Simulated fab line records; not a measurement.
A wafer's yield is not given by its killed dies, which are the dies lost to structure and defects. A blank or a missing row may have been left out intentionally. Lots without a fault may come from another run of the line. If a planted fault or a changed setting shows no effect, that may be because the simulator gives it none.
Matching of chambers    flow n5 finfet    N5_HKMG_FIN_ALD_71 on ald metal-03 has 4 sister chambers
The step deposits TiN, target thk 1 nm, pulse time 1 s, purge time 3 s. 4 wafers are shown with their chamber, then 10 later ones without.

## WAFERS, EACH WITH ITS CHAMBER
wafer   chamber  heater power w (W)
L089.1  2        708
L089.3  0        1083
L090.4  1        849
L090.5  3        833

## WAFERS MISSING THEIR CHAMBER
wafer   heater power w (W)
L090.6  1095
L091.1  814
L091.2  696
L091.4  834
L094.1  846
L094.2  851
L094.3  1068
L097.1  1085
L097.3  699
L097.5  841

## WHICH CHAMBER EACH ONE RAN IN
wafer   from the rows above      in truth
L090.6  0                        0
L091.1  can't be placed: 3 or 1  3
L091.2  2                        2
L091.4  can't be placed: 3 or 1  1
L094.1  can't be placed: 1 or 3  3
L094.2  can't be placed: 1 or 3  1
L094.3  0                        0
L097.1  0                        0
L097.3  2                        2
L097.5  can't be placed: 1 or 3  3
Correctly placed: 5 of 10. Unplaceable from these rows: 5, with the true chamber sitting among the candidates in 5. Placed wrongly: 0.
How it was worked out, from the rows above alone: a wafer's distance from a chamber is the root of the sum, over the readings, of the square of ((its reading less the chamber's mean) divided by the reading's scatter). If the next closest chamber is less than 2 further off than the closest, the wafer can't be placed; otherwise it belongs to the closest. For every chamber, the mean is computed from those of its wafers that are shown. The scatter (one wafer shown for each chamber): square how far every hidden wafer sits from the nearest shown wafer, average those squares and take the square root.
